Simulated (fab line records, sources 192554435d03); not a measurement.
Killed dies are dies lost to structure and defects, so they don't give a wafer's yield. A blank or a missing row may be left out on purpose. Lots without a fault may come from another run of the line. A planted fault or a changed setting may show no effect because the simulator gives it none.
fab line records | flow n5_finfet | part 2 of 2: steps 4 to 6 of 6
record lots=23 wafers=69 last_day=20
route steps=1938 shown BEOL_M11@1573 BEOL_M12@1602 BEOL_M13@1660
lots that met no fault: from a run of the same line without faults
start_h: hours from the record's first day to the start of the lot's first wafer shown | wait_h: hours since the lot's step before | " the same as in the row above | L1.1+2: a row that stands for several wafers | - no value, or no start given | * or withheld: withheld | < > ~ a bound
route shown NAME@n: a module of which the file shows steps, and the number in the route of the first | usual: mean/standard deviation of fault-free wafers | same: alike in all rows | chamber/n: place in a boat | sites: the reading at each site | _std_site: their standard deviation | _edge_site: outer sites' mean less inner sites' | radius_mm: how far each site lies from the wafer's centre | mask NAME#n: copy n | behind: the tool/chamber that last shaped the wafer | hold: why the lot was held/for how many hours/how that ended | device: the transistor (n, p or np) that didn't switch | end of line: the same wafers' tests at the end of the route | a step without rows: its recipe alone | killed: dies lost to structure and defects at the first sort, not the wafer's yield | map: a wafer's dies, x killed, . not, _ none there
set.NAME: the setting as run; set.NAME@STEP: as run at that earlier step | model.NAME: the simulator's own value behind a step, which no gauge read
steps of the route over a sample of lots; a table a step, a row a wafer
services: from which hour (start_h, from the record's first day; less than 0 if before it) a tool's chamber was out of use, for how many hours, and why
## steps
# step N5_BEOL_M12_STRIP_63
# recipe chemistry=N2/H2 power_w=1000 temp_c=250 h2_frac=0.65 overash_fraction=0.3 pressure_mtorr=1000 n2_flow_sccm=1750 h2_flow_sccm=3250
# usual drypump_motor_current_A=5.22/0.22 heater_power_w=340/21 oes_product_au=0.693/0.0045 strip_time_to_endpoint_s=42.7/0.71
# columns lot.wafer tool chamber start_h wait_h drypump_motor_current_A heater_power_w oes_product_au rf_hours_counter_h strip_time_to_endpoint_s
L074.3 plasma_asher-02 1 270.13 - 5.33 367 0.694 - 43.7
L074.4 " 0 " " 5.39 355 0.694 - 42.3
L074.5 " 1 " " 5.31 367 0.696 - 42.5
L075.2 plasma_asher-02 0 302.75 - 5.40 342 0.687 80 43.7
L075.4 " 0 " " 5.43 355 0.696 - 42.2
L075.6 " 1 " " 5.32 372 0.692 - 42.3
L076.1 plasma_asher-02 0 310.65 - 5.40 353 0.696 82 44.2
L076.4 " 0 " " 5.40 352 0.692 - 42.5
L076.6 " 1 " " 5.32 354 0.683 - 41.9
L077.1 plasma_asher-01 1 315.91 - 4.90 315 0.690 135 42.8
L077.2 " 0 " " 5.38 344 0.693 135 42.8
L077.5 " 0 " " 5.39 336 0.695 - 42.3
L078.1 plasma_asher-01 0 325.22 - 5.43 349 0.704 136 42.0
L078.3 " 0 " " 5.34 350 0.689 - 42.2
L078.4 " 1 " " 4.90 315 0.698 - 42.4
L080.1 plasma_asher-02 1 332.60 - 5.34 366 0.706 86 42.8
L080.2 " 0 " " 5.40 361 0.692 86 43.2
L080.5 " 1 " " 5.33 372 0.690 - 42.1
L081.1 plasma_asher-02 0 335.85 - 5.40 351 0.692 87 42.8
L081.3 " 1 " " 5.31 364 0.693 - 43.2
L081.4 " 0 " " 5.38 357 0.696 - 42.2
L083.1 plasma_asher-01 1 338.23 - 4.90 312 0.685 139 43.2
L083.5 " 1 " " 4.91 314 0.688 - 42.0
L083.6 " 0 " " 5.44 337 0.692 - 42.7
L082.3 plasma_asher-02 1 345.46 - 5.32 371 0.699 - 44.3
L082.5 " 0 " " 5.37 362 0.697 - 44.3
L082.6 " 1 " " 5.29 361 0.694 - 43.7
L084.3 plasma_asher-02 1 346.23 - 5.30 377 0.689 - 43.7
L084.5 " 1 " " 5.33 370 0.689 - 42.4
L084.6 " 0 " " 5.41 359 0.686 - 41.5
L086.2 plasma_asher-01 1 357.88 - 4.90 304 0.697 142 42.8
L086.3 " 1 " " 4.92 310 0.686 - 43.5
L086.6 " 1 " " 4.89 309 0.692 - 42.5
L092.2 plasma_asher-01 0 358.90 - 5.41 344 0.694 143 44.1
L092.3 " 1 " " 4.93 314 0.696 - 42.9
L092.4 " 0 " " 5.39 350 0.694 - 42.8
L085.3 plasma_asher-01 1 361.73 - 4.87 320 0.685 - 42.2
L085.4 " 0 " " 5.42 337 0.702 - 42.4
L085.6 " 1 " " 4.90 306 0.687 - 41.4
L088.3 plasma_asher-02 1 376.17 - 5.32 363 0.686 - 42.5
L088.5 " 1 " " 5.32 370 0.684 - 42.3
L088.6 " 0 " " 5.37 351 0.693 - 42.9
L087.3 plasma_asher-02 0 382.68 - 5.41 350 0.693 - 42.5
L087.4 " 1 " " 5.32 372 0.693 - 42.4
L087.6 " 0 " " 5.40 349 0.690 - 41.6
L089.2 plasma_asher-01 1 382.83 - 4.89 322 0.684 148 42.9
L089.4 " 0 " " 5.36 347 0.697 - 41.7
L089.5 " 0 " " 5.36 349 0.691 - 42.5
L090.2 plasma_asher-01 0 388.03 - 5.35 338 0.694 149 42.1
L090.4 " 1 " " 4.89 311 0.687 - 42.4
L090.5 " 0 " " 5.37 340 0.689 - 42.5
L091.1 plasma_asher-01 0 388.51 - 5.39 345 0.695 150 43.3
L091.3 " 1 " " 4.92 315 0.690 - 42.5
L091.4 " 0 " " 5.34 349 0.692 - 42.5
L097.1 plasma_asher-01 1 422.39 - 4.89 305 0.696 156 43.3
L097.2 " 0 " " 5.34 339 0.693 156 43.9
L097.6 " 1 " " 4.87 311 0.690 - 42.4
L096.1 plasma_asher-01 1 423.13 - 4.89 300 0.688 157 42.3
L096.3 " 1 " " 4.87 315 0.691 - 43.6
L096.6 " 0 " " 5.35 344 0.697 - 42.7
L079.1 plasma_asher-01 0 423.40 - 5.38 350 0.688 157 43.1
L079.2 " 1 " " 4.91 313 0.695 157 44.1
L079.6 " 1 " " 4.92 312 0.695 - 41.5
L094.1 plasma_asher-01 1 440.16 - 4.88 306 0.689 159 42.6
L094.2 " 0 " " 5.43 336 0.691 159 42.8
L094.6 " 1 " " 4.89 313 0.705 - 43.2
L095.1 plasma_asher-01 0 445.17 - 5.44 333 0.694 160 43.3
L095.4 " 0 " " 5.39 347 0.692 - 42.7
L095.6 " 0 " " 5.39 343 0.687 - 43.3
# step N5_BEOL_M12_DEP_53
# recipe material=SiCN target_thk_a=300 temp_c=withheld precursor=3MS/NH3 pressure_torr=3 rf_w=675 time_s=10.5
# usual rf_fwd_power_W=666/3.1 showerhead_plenum_p_Torr=4.148/0.016 throttle_valve_pct=17.9/0.67
# columns lot.wafer tool chamber start_h wait_h rf_fwd_power_W showerhead_plenum_p_Torr throttle_valve_pct
L074.3 pecvd-04 1 275.47 0.0 667 4.167 18.5
L074.4 " 2 " " 664 4.156 17.7
L074.5 " 0 " " 668 4.153 18.0
L075.2 pecvd-01 2 307.46 0.0 663 4.130 17.2
L075.4 " 0 " " 660 4.159 17.4
L075.6 " 2 " " 662 4.130 17.0
L076.1 pecvd-04 1 314.42 0.0 667 4.172 18.7
L076.4 " 0 " " 667 4.157 18.0
L076.6 " 1 " " 666 4.163 18.2
L077.1 pecvd-01 2 319.43 0.0 664 4.136 17.1
L077.2 " 1 " " 668 4.135 18.5
L077.5 " 2 " " 661 4.139 17.1
L078.1 pecvd-04 0 332.18 0.0 670 4.147 18.3
L078.3 " 2 " " 668 4.134 18.0
L078.4 " 1 " " 664 4.179 18.7
L080.1 pecvd-02 2 335.65 0.0 671 4.178 17.8
L080.2 " 0 " " 667 4.125 18.4
L080.5 " 1 " " 661 4.132 17.8
L081.1 pecvd-02 1 342.05 0.0 662 4.124 17.9
L081.3 " 0 " " 666 4.125 18.5
L081.4 " 1 " " 663 4.123 18.3
L083.1 pecvd-04 0 342.93 0.0 670 4.160 18.1
L083.5 " 0 " " 665 4.161 18.1
L083.6 " 1 " " 668 4.160 18.3
L082.3 pecvd-02 0 349.79 0.0 664 4.132 18.5
L082.5 " 1 " " 658 4.133 18.2
L082.6 " 2 " " 664 4.151 18.1
L084.3 pecvd-02 2 351.59 0.0 670 4.160 17.8
L084.5 " 2 " " 667 4.163 18.0
L084.6 " 0 " " 668 4.127 18.6
L086.2 pecvd-04 2 362.23 0.0 667 4.153 17.9
L086.3 " 1 " " 663 4.165 18.3
L086.6 " 1 " " 667 4.164 18.5
L092.2 pecvd-04 2 364.23 0.0 666 4.146 18.1
L092.3 " 1 " " 664 4.172 18.5
L092.4 " 1 " " 667 4.162 18.3
L085.3 pecvd-04 1 371.83 0.0 669 4.176 18.2
L085.4 " 2 " " 667 4.142 18.0
L085.6 " 0 " " 666 4.157 17.9
L088.3 pecvd-01 0 381.87 0.0 665 4.177 16.3
L088.5 " 1 " " 668 4.141 18.8
L088.6 " 0 " " 666 4.163 16.3
L087.3 pecvd-02 0 386.60 0.0 668 4.139 18.4
L087.4 " 2 " " 666 4.152 18.1
L087.6 " 2 " " 665 4.158 18.1
L089.2 pecvd-01 1 387.24 0.0 670 4.141 18.6
L089.4 " 0 " " 665 4.173 16.4
L089.5 " 1 " " 669 4.126 18.6
L090.2 pecvd-04 0 393.44 0.0 670 4.152 17.9
L090.4 " 2 " " 666 4.152 18.0
L090.5 " 0 " " 666 4.159 18.2
L091.1 pecvd-02 2 399.71 0.0 664 4.157 18.1
L091.3 " 0 " " 669 4.145 18.0
L091.4 " 2 " " 666 4.157 18.0
L097.1 pecvd-01 1 426.61 0.0 670 4.135 18.7
L097.2 " 0 " " 666 4.167 16.1
L097.6 " 2 " " 664 4.128 17.5
L096.1 pecvd-02 1 427.26 0.0 660 4.112 16.3
L096.3 " 0 " " 668 4.138 18.4
L096.6 " 1 " " 659 4.130 16.2
L079.1 pecvd-01 1 427.30 0.0 668 4.148 18.6
L079.2 " 0 " " 665 4.176 16.2
L079.6 " 0 " " 664 4.170 16.5
L094.1 pecvd-01 0 444.18 0.0 664 4.165 16.5
L094.2 " 2 " " 664 4.129 17.6
L094.6 " 1 " " 672 4.145 18.7
L095.1 pecvd-02 1 450.12 0.0 659 4.116 16.4
L095.4 " 1 " " 659 4.126 16.2
L095.6 " 0 " " 665 4.140 18.4
# step N5_BEOL_M13_THK_MEAS_01
# recipe reads=SiOC_of_BEOL_M13_ILD_DEP_00
# usual M13_ILD_THK=837/9
# columns lot.wafer tool chamber start_h wait_h M13_ILD_THK[nm]
L074.3 film_metro-02 - 275.76 0.1 839
L074.4 " - " " 840
L074.5 " - " " 846
L075.2 film_metro-02 - 307.73 0.1 831
L075.4 " - " " 845
L075.6 " - " " 840
L076.1 film_metro-01 - 314.70 0.1 830
L076.4 " - " " 846
L076.6 " - " " 853
L077.1 film_metro-01 - 319.74 0.1 838
L077.2 " - " " 833
L077.5 " - " " 840
L078.1 film_metro-01 - 332.46 0.1 830
L078.3 " - " " 825
L078.4 " - " " 835
L080.1 film_metro-01 - 335.94 0.1 822
L080.2 " - " " 836
L080.5 " - " " 843
L081.1 film_metro-02 - 342.33 0.1 837
L081.3 " - " " 817
L081.4 " - " " 844
L083.1 film_metro-01 - 343.21 0.1 847
L083.5 " - " " 850
L083.6 " - " " 840
L082.3 film_metro-02 - 350.07 0.1 841
L082.5 " - " " 853
L082.6 " - " " 838
L084.3 film_metro-02 - 351.87 0.1 822
L084.5 " - " " 849
L084.6 " - " " 851
L086.2 film_metro-01 - 362.51 0.1 821
L086.3 " - " " 828
L086.6 " - " " 831
L092.2 film_metro-01 - 364.50 0.1 834
L092.3 " - " " 829
L092.4 " - " " 847
L085.3 film_metro-01 - 372.11 0.1 841
L085.4 " - " " 851
L085.6 " - " " 848
L088.3 film_metro-02 - 382.14 0.1 833
L088.5 " - " " 846
L088.6 " - " " 844
L087.3 film_metro-02 - 387.12 0.3 836
L087.4 " - " " 853
L087.6 " - " " 851
L089.2 film_metro-02 - 387.52 0.1 829
L089.4 " - " " 845
L089.5 " - " " 845
L090.2 film_metro-02 - 393.77 0.2 822
L090.4 " - " " 840
L090.5 " - " " 837
L091.1 film_metro-02 - 400.00 0.1 834
L091.3 " - " " 829
L091.4 " - " " 842
L097.1 film_metro-01 - 426.89 0.1 832
L097.2 " - " " 825
L097.6 " - " " 838
L096.1 film_metro-01 - 427.53 0.1 832
L096.3 " - " " 828
L096.6 " - " " 845
L079.1 film_metro-02 - 427.58 0.1 827
L079.2 " - " " 816
L079.6 " - " " 836
L094.1 film_metro-02 - 444.52 0.2 821
L094.2 " - " " 835
L094.6 " - " " 840
L095.1 film_metro-02 - 450.40 0.1 835
L095.4 " - " " 838
L095.6 " - " " 832
## services
# columns tool chamber start_h hours kind
pecvd-01 - 242.61 1.4 repair
pecvd-01 1 252.95 6.0 repair
rie_diel-04 2 263.68 2.8 repair
rie_diel-04 - 278.67 4.3 pm
pecvd-04 2 280.44 5.3 repair
rie_diel-06 3 281.08 5.0 repair
rie_diel-06 1 284.55 4.9 repair
rie_diel-03 - 293.56 16.0 repair
rie_diel-05 1 302.74 4.3 repair
rie_diel-02 2 303.28 3.9 repair
rie_diel-02 2 364.20 19.8 repair
pecvd-02 - 364.95 0.5 repair
pecvd-02 2 373.92 5.9 repair
plasma_asher-01 - 376.10 2.4 repair
pecvd-01 - 377.70 0.5 repair
plasma_asher-02 - 387.13 2.1 repair
rie_diel-04 3 393.95 5.8 repair
rie_diel-04 0 402.36 3.0 repair
rie_diel-03 - 403.77 0.4 repair
plasma_asher-02 - 410.35 2.8 pm
rie_diel-06 1 422.60 4.8 repair
pecvd-04 0 439.30 5.3 repair
rie_diel-06 3 441.09 5.5 repair
plasma_asher-02 - 445.73 2.2 repair
